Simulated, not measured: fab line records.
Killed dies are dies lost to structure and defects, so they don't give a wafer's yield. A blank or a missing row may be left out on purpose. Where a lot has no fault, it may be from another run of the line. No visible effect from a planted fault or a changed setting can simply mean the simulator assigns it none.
Matching of chambers + flow nand harc + 4 sister chambers for NHARC_A_STAIRCASE_DESCUM_186 on rie diel-13
The step chemistry O2, time 3 s. 8 wafers are shown with their chamber, then 8 later ones without.

## WAFERS PAIRED WITH THEIR CHAMBERS
| wafer  | chamber | drypump motor current A (A) | showerhead plenum p Torr (Torr) |
|--------|---------|-----------------------------|---------------------------------|
| L074.5 | 3       | 5.2                         | 2.00                            |
| L080.6 | 0       | 6.3                         | 1.79                            |
| L081.4 | 2       | 5.4                         | 2.03                            |
| L081.6 | 2       | 5.5                         | 2.03                            |
| L086.1 | 3       | 5.2                         | 1.99                            |
| L086.2 | 1       | 6.1                         | 2.03                            |
| L086.4 | 0       | 6.3                         | 1.78                            |
| L089.3 | 1       | 6.2                         | 2.02                            |

## WAFERS WITHOUT THEIR CHAMBER
| wafer  | drypump motor current A (A) | showerhead plenum p Torr (Torr) |
|--------|-----------------------------|---------------------------------|
| L089.4 | 5.5                         | 2.02                            |
| L089.5 | 5.2                         | 1.99                            |
| L092.1 | 6.1                         | 2.02                            |
| L092.5 | 5.5                         | 2.02                            |
| L092.6 | 6.1                         | 2.02                            |
| L096.1 | 6.3                         | 1.77                            |
| L096.3 | 6.1                         | 2.02                            |
| L096.6 | 5.2                         | 1.98                            |

## THE CHAMBER EACH PASSED THROUGH
| wafer  | from the rows above | in truth |
|--------|---------------------|----------|
| L089.4 | 2                   | 2        |
| L089.5 | 3                   | 3        |
| L092.1 | 1                   | 1        |
| L092.5 | 2                   | 2        |
| L092.6 | 1                   | 1        |
| L096.1 | 0                   | 0        |
| L096.3 | 1                   | 1        |
| L096.6 | 3                   | 3        |
8 of 8 placed correctly. Not placeable from these rows: 0. Placed wrongly: 0.
How it was worked out, from the rows above alone: a wafer's distance from a chamber is the root of the sum, over the readings, of the square of ((its reading less the chamber's mean) divided by the reading's scatter). The wafer belongs to the nearest chamber; if the next one is less than 2 further off, it can't be placed. For every chamber, the mean is computed from those of its wafers that are shown. The scatter: take each reading less its chamber's mean, square it, sum over the shown wafers, divide by the number of wafers less the number of chambers, and take the root.
